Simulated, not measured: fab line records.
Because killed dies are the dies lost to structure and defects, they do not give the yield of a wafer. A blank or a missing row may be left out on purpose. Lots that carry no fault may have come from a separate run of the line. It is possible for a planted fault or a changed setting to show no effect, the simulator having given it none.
fab line records || flow nandHarc
record: {"lots": 5, "wafers": 15, "lastDay": 34}
route steps=1302 shown A_CONTACT@1007 END@1302
lots that met no fault: from a run of the same line without faults
startH: hours from the record's first day to the start of the lot's first wafer shown || waitH: hours elapsed since this lot's preceding step || " repeats the value in the row above || L1.1+2: several wafers, shown together as one row || - no value, or no start given || * or withheld: withheld || < > ~ a bound
route shown NAME@n: names a module that has steps shown in the file, with the first one's number in the route || usual: the fault-free wafers' mean and standard deviation || same: alike in all rows || chamber/n: place in a boat || sites: readings site by site || _std_site: how widely they spread, as a standard deviation || _edge_site: the outer-site mean with the inner-site mean subtracted || radiusMm: for every site, how far away it sits from the centre of the wafer || mask NAME#n: copy n || behind: the tool/chamber that last shaped the wafer || hold: what put the lot on hold/how long, in hours/how the hold closed || device: transistor that didn't switch, given as n, p or np || end of line: tests of these same wafers at the route's end || for a step that has no rows: nothing shown but its recipe || killed: at the first sort, the dies lost to defects and structure; wafer yield is something else || map: shows each die of a wafer: x if killed, . if not, _ if none is there
set.NAME: the setting that was run; set.NAME@STEP: the one run at that earlier step || model.NAME: the simulator's own value behind a step, which no gauge read
lots at some steps of the route; a table a step, a row a wafer
services: the hour from which a tool's chamber was out of use, counted from the record's first day as startH (under 0 if before that day), plus the number of hours and why
== steps ==
step: NHARC_A_CONTACT_ETCH_113
recipe: {"sourceW": "withheld", "pressureMtorr": 20, "biasV": 3000, "timeS": 190, "targetDepthA": 18500, "arFlowSccm": "withheld", "c4f8FlowSccm": "withheld", "o2FlowSccm": "withheld", "chemistry": "C4F8/O2/Ar"}
step: NHARC_A_CONTACT_ETCH_114
recipe: {"sourceW": "withheld", "pressureMtorr": 20, "biasV": 3000, "timeS": 190, "targetDepthA": 18500, "arFlowSccm": "withheld", "c4f8FlowSccm": "withheld", "o2FlowSccm": "withheld", "chemistry": "C4F8/O2/Ar"}
step: NHARC_A_CONTACT_ETCH_115
recipe: {"sourceW": "withheld", "pressureMtorr": 20, "biasV": 3000, "timeS": 190, "targetDepthA": 18500, "arFlowSccm": "withheld", "c4f8FlowSccm": "withheld", "o2FlowSccm": "withheld", "chemistry": "C4F8/O2/Ar"}
step: NHARC_A_CONTACT_ETCH_116
recipe: {"sourceW": "withheld", "pressureMtorr": 20, "biasV": 3000, "timeS": 190, "targetDepthA": 18500, "arFlowSccm": "withheld", "c4f8FlowSccm": "withheld", "o2FlowSccm": "withheld", "chemistry": "C4F8/O2/Ar"}
step: NHARC_A_CONTACT_ETCH_117
recipe: {"sourceW": "withheld", "pressureMtorr": 20, "biasV": 3000, "timeS": 190, "targetDepthA": 18500, "arFlowSccm": "withheld", "c4f8FlowSccm": "withheld", "o2FlowSccm": "withheld", "chemistry": "C4F8/O2/Ar"}
step: NHARC_A_CONTACT_ETCH_118
recipe: {"sourceW": "withheld", "pressureMtorr": 20, "biasV": 3000, "timeS": 190, "targetDepthA": 18500, "arFlowSccm": "withheld", "c4f8FlowSccm": "withheld", "o2FlowSccm": "withheld", "chemistry": "C4F8/O2/Ar"}
step: NHARC_A_CONTACT_ETCH_119
recipe: {"sourceW": "withheld", "pressureMtorr": 20, "biasV": 3000, "timeS": 190, "targetDepthA": 18500, "arFlowSccm": "withheld", "c4f8FlowSccm": "withheld", "o2FlowSccm": "withheld", "chemistry": "C4F8/O2/Ar"}
step: NHARC_A_CONTACT_ETCH_120
recipe: {"sourceW": "withheld", "pressureMtorr": 20, "biasV": 3000, "timeS": 190, "targetDepthA": 18500, "arFlowSccm": "withheld", "c4f8FlowSccm": "withheld", "o2FlowSccm": "withheld", "chemistry": "C4F8/O2/Ar"}
step: NHARC_A_CONTACT_ETCH_121
recipe: {"sourceW": "withheld", "pressureMtorr": 20, "biasV": 3000, "timeS": 190, "targetDepthA": 18500, "arFlowSccm": "withheld", "c4f8FlowSccm": "withheld", "o2FlowSccm": "withheld", "chemistry": "C4F8/O2/Ar"}
step: NHARC_A_CONTACT_ETCH_122
recipe: {"sourceW": "withheld", "pressureMtorr": 20, "biasV": 3000, "timeS": 190, "targetDepthA": 18500, "arFlowSccm": "withheld", "c4f8FlowSccm": "withheld", "o2FlowSccm": "withheld", "chemistry": "C4F8/O2/Ar"}
step: NHARC_A_CONTACT_ETCH_123
recipe: {"sourceW": "withheld", "pressureMtorr": 20, "biasV": 400, "timeS": 490, "targetDepthA": 21100, "arFlowSccm": "withheld", "c4f8FlowSccm": 11.5, "o2FlowSccm": 7.2, "chemistry": "C4F8/O2/Ar"}
step: NHARC_A_CONTACT_ETCH_90
recipe: {"targetDepthA": 400, "overEtchFrac": 0.5, "timeS": 85.7, "ionEnergyEv": 120, "ch3fFlowSccm": 50, "o2FlowSccm": 30, "arFlowSccm": 200, "rfW": 500, "biasW": 100, "chemistry": "CH3F/O2"}
step: NHARC_A_CONTACT_ETCH_96
recipe: {"targetDepthA": 200, "overEtchFrac": 0.5, "timeS": 10, "ionEnergyEv": 250, "c4f6FlowSccm": 25, "o2FlowSccm": 20, "arFlowSccm": 500, "rfW": 600, "biasW": 500, "chemistry": "C4F6/O2"}
usual: {"c4f6FlowSccm": "24.99/0.081", "drypumpMotorCurrentA": "5.8/0.5", "oesProductAu": "0.970/0.028", "rfFwdPowerW": "588/3.1", "rfVppV": "546.5/3", "showerheadPlenumPTorr": "3.91/0.14", "throttleValvePct": "26.903/0.0089"}
{"lot.wafer": "L241.3", "tool": "rieDiel-01", "chamber": 0, "startH": 557.31, "waitH": "-", "c4f6FlowSccm": 24.97, "drypumpMotorCurrentA": 6.5, "oesProductAu": 0.981, "rfFwdPowerW": 592, "rfHoursCounterH": 36, "rfVppV": 545.7, "showerheadPlenumPTorr": 3.90, "throttleValvePct": 26.899}
{"lot.wafer": "L241.6", "tool": "rieDiel-01", "chamber": 2, "startH": 557.31, "waitH": "-", "c4f6FlowSccm": 25.02, "drypumpMotorCurrentA": 5.9, "oesProductAu": 0.976, "rfFwdPowerW": 588, "rfHoursCounterH": "-", "rfVppV": 550.8, "showerheadPlenumPTorr": 4.06, "throttleValvePct": 26.900}
{"lot.wafer": "L241.5", "tool": "rieDiel-01", "chamber": 3, "startH": 557.31, "waitH": "-", "c4f6FlowSccm": 25.11, "drypumpMotorCurrentA": 5.6, "oesProductAu": 0.981, "rfFwdPowerW": 585, "rfHoursCounterH": "-", "rfVppV": 543.0, "showerheadPlenumPTorr": 3.73, "throttleValvePct": 26.896}
{"lot.wafer": "L247.2", "tool": "rieDiel-01", "chamber": 0, "startH": 639.72, "waitH": "-", "c4f6FlowSccm": 24.99, "drypumpMotorCurrentA": 6.5, "oesProductAu": 0.970, "rfFwdPowerW": 587, "rfHoursCounterH": 12, "rfVppV": 546.9, "showerheadPlenumPTorr": 3.89, "throttleValvePct": 26.883}
{"lot.wafer": "L247.3", "tool": "rieDiel-01", "chamber": 2, "startH": 639.72, "waitH": "-", "c4f6FlowSccm": 24.96, "drypumpMotorCurrentA": 5.9, "oesProductAu": 0.968, "rfFwdPowerW": 589, "rfHoursCounterH": 11, "rfVppV": 549.8, "showerheadPlenumPTorr": 4.05, "throttleValvePct": 26.909}
{"lot.wafer": "L247.6", "tool": "rieDiel-01", "chamber": 3, "startH": 639.72, "waitH": "-", "c4f6FlowSccm": 24.95, "drypumpMotorCurrentA": 5.5, "oesProductAu": 0.959, "rfFwdPowerW": 583, "rfHoursCounterH": "-", "rfVppV": 544.4, "showerheadPlenumPTorr": 3.73, "throttleValvePct": 26.893}
{"lot.wafer": "L248.4", "tool": "rieDiel-01", "chamber": 3, "startH": 640.62, "waitH": "-", "c4f6FlowSccm": 24.98, "drypumpMotorCurrentA": 5.5, "oesProductAu": 0.941, "rfFwdPowerW": 586, "rfHoursCounterH": 11, "rfVppV": 543.5, "showerheadPlenumPTorr": 3.73, "throttleValvePct": 26.894}
{"lot.wafer": "L248.5", "tool": "rieDiel-01", "chamber": 1, "startH": 640.62, "waitH": "-", "c4f6FlowSccm": 24.94, "drypumpMotorCurrentA": 5.3, "oesProductAu": 0.928, "rfFwdPowerW": 586, "rfHoursCounterH": "-", "rfVppV": 548.6, "showerheadPlenumPTorr": 3.97, "throttleValvePct": 26.909}
{"lot.wafer": "L248.6", "tool": "rieDiel-01", "chamber": 2, "startH": 640.62, "waitH": "-", "c4f6FlowSccm": 25.06, "drypumpMotorCurrentA": 5.9, "oesProductAu": 0.939, "rfFwdPowerW": 590, "rfHoursCounterH": "-", "rfVppV": 548.7, "showerheadPlenumPTorr": 4.05, "throttleValvePct": 26.918}
{"lot.wafer": "L249.3", "tool": "rieDiel-01", "chamber": 2, "startH": 659.31, "waitH": "-", "c4f6FlowSccm": 25.06, "drypumpMotorCurrentA": 5.9, "oesProductAu": 1.002, "rfFwdPowerW": 590, "rfHoursCounterH": 13, "rfVppV": 549.2, "showerheadPlenumPTorr": 4.05, "throttleValvePct": 26.905}
{"lot.wafer": "L249.4", "tool": "rieDiel-01", "chamber": 3, "startH": 659.31, "waitH": "-", "c4f6FlowSccm": 24.85, "drypumpMotorCurrentA": 5.5, "oesProductAu": 1.009, "rfFwdPowerW": 583, "rfHoursCounterH": 14, "rfVppV": 542.4, "showerheadPlenumPTorr": 3.73, "throttleValvePct": 26.890}
{"lot.wafer": "L249.2", "tool": "rieDiel-01", "chamber": 1, "startH": 659.31, "waitH": "-", "c4f6FlowSccm": 25.03, "drypumpMotorCurrentA": 5.3, "oesProductAu": 1.003, "rfFwdPowerW": 585, "rfHoursCounterH": 9, "rfVppV": 547.7, "showerheadPlenumPTorr": 3.97, "throttleValvePct": 26.901}
{"lot.wafer": "L254.3", "tool": "rieDiel-01", "chamber": 0, "startH": 731.79, "waitH": "-", "c4f6FlowSccm": 24.95, "drypumpMotorCurrentA": 6.5, "oesProductAu": 0.959, "rfFwdPowerW": 591, "rfHoursCounterH": 26, "rfVppV": 544.9, "showerheadPlenumPTorr": 3.88, "throttleValvePct": 26.909}
{"lot.wafer": "L254.4", "tool": "rieDiel-01", "chamber": 1, "startH": 731.79, "waitH": "-", "c4f6FlowSccm": 25.01, "drypumpMotorCurrentA": 5.3, "oesProductAu": 0.941, "rfFwdPowerW": 584, "rfHoursCounterH": 19, "rfVppV": 549.2, "showerheadPlenumPTorr": 3.96, "throttleValvePct": 26.906}
{"lot.wafer": "L254.6", "tool": "rieDiel-01", "chamber": 1, "startH": 731.79, "waitH": "-", "c4f6FlowSccm": 24.87, "drypumpMotorCurrentA": 5.3, "oesProductAu": 0.936, "rfFwdPowerW": 585, "rfHoursCounterH": "-", "rfVppV": 548.1, "showerheadPlenumPTorr": 3.96, "throttleValvePct": 26.898}
step: NHARC_A_CONTACT_STRIP_99
recipe: {"n2FlowSccm": 150, "h2FlowSccm": 150, "arFlowSccm": 0, "biasW": 0, "chemistry": "N2/H2"}
step: NHARC_A_CONTACT_STRIP_100
recipe: {"cf4FlowSccm": 100, "chf3FlowSccm": 30, "arFlowSccm": 0, "biasW": 0, "chemistry": "CF4/CHF3"}
step: NHARC_A_CONTACT_STRIP_101
recipe: {"o2FlowSccm": 400, "cosFlowSccm": 20, "arFlowSccm": 0, "biasW": 0, "chemistry": "O2/COS"}
step: NHARC_A_CONTACT_ETCH_102
recipe: {"targetDepthA": 1000, "overetchA": 100, "timeS": 55, "ionEnergyEv": 100, "cf4FlowSccm": 80, "o2FlowSccm": 20, "arFlowSccm": 0, "rfW": 300, "biasW": 100, "chemistry": "CF4/O2"}
step: NHARC_A_CONTACT_STRIP_55
recipe: {"o2FlowSccm": 500, "arFlowSccm": 0, "biasW": 0, "chemistry": "O2"}
step: NHARC_A_CONTACT_STRIP_56
recipe: {"timeS": 600, "tempC": 30, "chemistry": "postEtchResidueRemover"}
step: NHARC_A_CONTACT_DEP_57
recipe: {"targetThkA": 53000, "tempC": 400, "material": "aC"}
step: NHARC_A_CONTACT_DEP_58
recipe: {"targetThkA": 900, "targetThkNm": 90, "tempC": 400, "pressureTorr": 3.5, "flowSccm": 200, "rfW": 350, "material": "SiON"}
step: NHARC_A_CONTACT_DEHYDRATE_59
recipe: {"tempC": 150, "timeS": 120}
step: NHARC_A_CONTACT_HMDS_60
recipe: {"timeS": 30}
step: NHARC_A_CONTACT_COAT_61
recipe: {"tempC": 260, "timeS": 75}
step: NHARC_A_CONTACT_COAT_62
recipe: {"tempC": 225, "timeS": 65}
step: NHARC_A_CONTACT_COAT_63
recipe: {"spinRpm": 1500, "resistThkNm": 90}
step: NHARC_A_CONTACT_SOFTBAKE_64
recipe: {"tempC": 105, "timeS": 55}
step: NHARC_A_CONTACT_EBR_65
step: NHARC_A_CONTACT_EXPOSE_66
recipe: {"na": 1.35, "sigmaOuter": 0.8, "doseMj": 59.02, "maskId": "A_CC_2"}
step: NHARC_A_CONTACT_PEB_67
recipe: {"pebTempC": 100, "pebTimeS": 65}
step: NHARC_A_CONTACT_DEVELOP_68
recipe: {"developTimeS": 35, "devTempC": 23}
step: NHARC_A_CONTACT_DESCUM_74
recipe: {"timeS": 3, "o2FlowSccm": 200, "arFlowSccm": 0, "biasPowerW": 0, "chemistry": "O2"}
step: NHARC_A_CONTACT_ETCH_75
recipe: {"targetDepthA": 390, "overEtchFrac": 0.3, "timeS": 65, "ionEnergyEv": 80, "cf4FlowSccm": 150, "arFlowSccm": 0, "rfW": 300, "biasW": 100, "chemistry": "CF4"}
step: NHARC_A_CONTACT_ETCH_76
recipe: {"targetDepthA": 2600, "overEtchFrac": 0.3, "timeS": 475.3, "ionEnergyEv": 200, "n2FlowSccm": 150, "h2FlowSccm": 150, "arFlowSccm": 0, "rfW": 400, "biasW": 150, "chemistry": "N2/H2"}
step: NHARC_A_CONTACT_ETCH_77
recipe: {"targetDepthA": 1089, "timeS": 54.5, "cf4FlowSccm": 100, "chf3FlowSccm": 30, "arFlowSccm": 0, "rfW": 500, "biasW": 200, "chemistry": "CF4/CHF3"}
step: NHARC_A_CONTACT_ETCH_78
recipe: {"targetDepthA": 53000, "overEtchFrac": 0.3, "timeS": 1378, "ionEnergyEv": 150, "o2FlowSccm": 400, "cosFlowSccm": 20, "arFlowSccm": 0, "rfW": 500, "biasW": 300, "chemistry": "O2/COS"}
step: NHARC_A_CONTACT_ETCH_124
recipe: {"sourceW": "withheld", "pressureMtorr": 20, "biasV": "withheld", "timeS": 140, "targetDepthA": 7000, "arFlowSccm": "withheld", "c4f8FlowSccm": "withheld", "o2FlowSccm": "withheld", "chemistry": "C4F8/O2/Ar"}
step: NHARC_A_CONTACT_ETCH_125
recipe: {"sourceW": "withheld", "pressureMtorr": 20, "biasV": 3000, "timeS": 197, "targetDepthA": 19180, "arFlowSccm": "withheld", "c4f8FlowSccm": "withheld", "o2FlowSccm": "withheld", "chemistry": "C4F8/O2/Ar"}
step: NHARC_END_SORT_01
recipe: {"tempC": 25}
usual: {"killedAtArray": "44/16", "killedAtOther": "0.6/1.1", "killedAtPeriphery": "3.9/2.6", "killedDies": "48/16", "killedOpen": "3.1/1.9", "killedShort": "2.4/1.8"}
same: {"grossDies": 677}
{"lot.wafer": "L247.6", "tool": "prober-02", "chamber": 0, "startH": 708.14, "waitH": 4.0, "killedAtArray": 175, "killedAtOther": 0, "killedAtPeriphery": 2, "killedDies": 177, "killedOpen": 1, "killedShort": 4}
{"lot.wafer": "L248.4", "tool": "prober-01", "chamber": 0, "startH": 706.52, "waitH": 3.4, "killedAtArray": 140, "killedAtOther": 2, "killedAtPeriphery": 5, "killedDies": 147, "killedOpen": 7, "killedShort": 2}
{"lot.wafer": "L248.6", "tool": "prober-01", "chamber": 0, "startH": 708.13, "waitH": 4.0, "killedAtArray": 29, "killedAtOther": 3, "killedAtPeriphery": 11, "killedDies": 43, "killedOpen": 3, "killedShort": 3}
{"lot.wafer": "L249.4", "tool": "prober-01", "chamber": 0, "startH": 724.15, "waitH": 3.5, "killedAtArray": 189, "killedAtOther": 1, "killedAtPeriphery": 6, "killedDies": 196, "killedOpen": 5, "killedShort": 7}
killed by level:class
L248.4 A_CONTACT:unspecified=103 A_SLIT:chamberFilmFlake=15 A_CHANNEL_HOLE_D1:chamberFilmFlake=7 P_CONTACT:chamberFilmFlake=4 A_M0:geometricParticle:open=3 A_CONTACT:chamberFilmFlake=3 A_ONON_D1:geometricParticle:open=2 A_DECK1_JOINT:chamberFilmFlake=2
L248.6 A_SLIT:chamberFilmFlake=18 P_CONTACT:chamberFilmFlake=7 P_ZERO_WELL:chamberFilmFlake=3 A_CHANNEL_HOLE_D1:chamberFilmFlake=3 THIN_TSV:chamberFilmFlake=3 A_ONON_D2:geometricParticle:open=2 A_CHANNEL_FILL_D2:geometricParticle:short=1 A_BLC:geometricParticle:open=1
L247.6 A_CONTACT:unspecified=107 A_CHANNEL_HOLE_D1:chamberFilmFlake=36 A_SLIT:chamberFilmFlake=16 A_CHANNEL_HOLE_D2:chamberFilmFlake=6 A_CONTACT:chamberFilmFlake=4 P_GATE:chamberFilmFlake=2 A_CHANNEL_FILL_D1:geometricParticle:short=1 A_CHANNEL_FILL_D2:geometricParticle:short=1
L249.4 A_CONTACT:unspecified=108 A_CHANNEL_HOLE_D1:chamberFilmFlake=34 A_SLIT:chamberFilmFlake=17 A_CHANNEL_HOLE_D2:chamberFilmFlake=15 A_ONON_D1:geometricParticle:short=3 A_CONTACT:geometricParticle:open=2 P_M1:chamberFilmFlake=2 A_CONTACT:chamberFilmFlake=1
map L247.6 (x killed, . not)
____________.____________
_________......._________
_______..........._______
______.............______
_____..............._____
____.................____
____.................____
___...................___
___...................___
__..................x..__
__.....x..........x....__
_...x..........x.xxx...._
_.....x........x.xxxx.x._
_......xx.....xxxxxx...._
_..x.x.x....xxxxxxxxx..._
_...xxxxx....xxxxxxxx..._
..x...xx.x...xxxxxxxx.x..
..x.xxxxxx...xxxxxxxxx...
......xxxxx.xxxxxxxxx....
...x.xx.xxxxxxxxxxxxx....
........x....xxxxxxxx....
_.....xx....xxxxxxxx.x.._
_...........xxxxxxxx...._
_............xxxxxxx...._
_........x...x.xx.xx...._
_...............x.x....._
__..............x......__
__...............x.....__
___..x.x..............___
___...................___
____.................____
____.....x...........____
_____......x.xx.x..._____
______...xxxx......______
_______x.xxxxx.x.._______
_________xxxxxx._________
____________x____________
map L248.4 (x killed, . not)
____________.____________
_________....x.._________
_______..........._______
______.............______
_____..............._____
____.................____
____.................____
___...................___
___...................___
__.....x...............__
__.....................__
_........x.....x.x......_
_..........x..xx.xx....._
_..........x.xxxxxxx...._
_..........xxxxxxxxx...._
_............xxxxxxxx..._
.............xxxxxxxxx...
...........xxxxxxxxxx....
............xxxxxxxxx....
..........x.xxxxxxxxxx...
...........x.xxxxxxxx....
_x..........xxxxxxxxxx.._
_.x..........xxxxxxx...._
_.............xxxxxxxx.._
_............x...xx....._
_.x..............xx...x._
__..............xx.....__
__......x..........x...__
___.......x...........___
___...................___
____.....x.xx........____
____.................____
_____.x.....xx..x..._____
______...xx.xxx....______
_______xxxxxxxx..._______
_________.xxxx.._________
____________x____________
== services ==
{"tool": "rieDiel-01", "chamber": 0, "startH": 537.27, "hours": "-", "kind": "clean"}
{"tool": "rieDiel-01", "chamber": 1, "startH": 537.27, "hours": "-", "kind": "clean"}
{"tool": "rieDiel-01", "chamber": 2, "startH": 537.27, "hours": "-", "kind": "clean"}
{"tool": "rieDiel-01", "chamber": 3, "startH": 537.27, "hours": "-", "kind": "clean"}
{"tool": "rieDiel-01", "chamber": "-", "startH": 558.11, "hours": 9.0, "kind": "pm"}
{"tool": "rieDiel-01", "chamber": 0, "startH": 558.11, "hours": 9.0, "kind": "ventCycle"}
{"tool": "rieDiel-01", "chamber": 1, "startH": 558.11, "hours": 9.0, "kind": "ventCycle"}
{"tool": "rieDiel-01", "chamber": 2, "startH": 558.11, "hours": 9.0, "kind": "ventCycle"}
{"tool": "rieDiel-01", "chamber": 3, "startH": 558.11, "hours": 9.0, "kind": "ventCycle"}
{"tool": "rieDiel-01", "chamber": 0, "startH": 567.11, "hours": "-", "kind": "clean"}
{"tool": "rieDiel-01", "chamber": 1, "startH": 567.11, "hours": "-", "kind": "clean"}
{"tool": "rieDiel-01", "chamber": 2, "startH": 567.11, "hours": "-", "kind": "clean"}
{"tool": "rieDiel-01", "chamber": 3, "startH": 567.11, "hours": "-", "kind": "clean"}
{"tool": "rieDiel-01", "chamber": 3, "startH": 567.11, "hours": "-", "kind": "consumableReplace:focusRing"}
{"tool": "rieDiel-01", "chamber": 0, "startH": 591.61, "hours": "-", "kind": "clean"}
{"tool": "rieDiel-01", "chamber": 1, "startH": 591.61, "hours": "-", "kind": "clean"}
{"tool": "rieDiel-01", "chamber": 2, "startH": 591.61, "hours": "-", "kind": "clean"}
{"tool": "rieDiel-01", "chamber": 3, "startH": 591.61, "hours": "-", "kind": "clean"}
{"tool": "rieDiel-01", "chamber": 3, "startH": 601.55, "hours": 3.7, "kind": "repair"}
{"tool": "rieDiel-01", "chamber": 1, "startH": 604.61, "hours": 18.3, "kind": "repair"}
{"tool": "rieDiel-01", "chamber": 0, "startH": 616.11, "hours": "-", "kind": "clean"}
{"tool": "rieDiel-01", "chamber": 2, "startH": 616.11, "hours": "-", "kind": "clean"}
{"tool": "rieDiel-01", "chamber": 3, "startH": 616.11, "hours": "-", "kind": "clean"}
{"tool": "rieDiel-01", "chamber": 0, "startH": 640.61, "hours": "-", "kind": "clean"}
== key ==
firstSign: {"step": "NHARC_END_SORT_01", "reading": "killedAtArray", "direction": "up", "sigmas": 7.9, "usual": 44, "struck": 168}
effect: {"step": "NHARC_END_SORT_01", "reading": "killedDies", "direction": "up", "sigmas": 7.7, "usual": 48, "struck": 173}
moreKillsBornAt: {"NHARC_A_CONTACT_ETCH_96@rieDiel-01": 318}
metAt NHARC_A_CONTACT_ETCH_96
struckWafers L247.6,L248.4,L249.4
testerLeftOut L247,L248,L249
onsetBetween 557.31 639.72
fault: {"kind": "chamberParticleSource", "tool": "rieDiel-01", "chamber": 3, "onsetH": 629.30, "steps": "NHARC_A_CONTACT_ETCH_96", "ratePerVisitCm2": 2.1034, "endH": 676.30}
testerLeftOut: of these lots the tester's yield and bins aren't shown, on N5 and GAA mostly nor the transistor test; their killed dies are dies lost to structure and defects alone, not to doping, threshold or leakage, so they don't give the yield
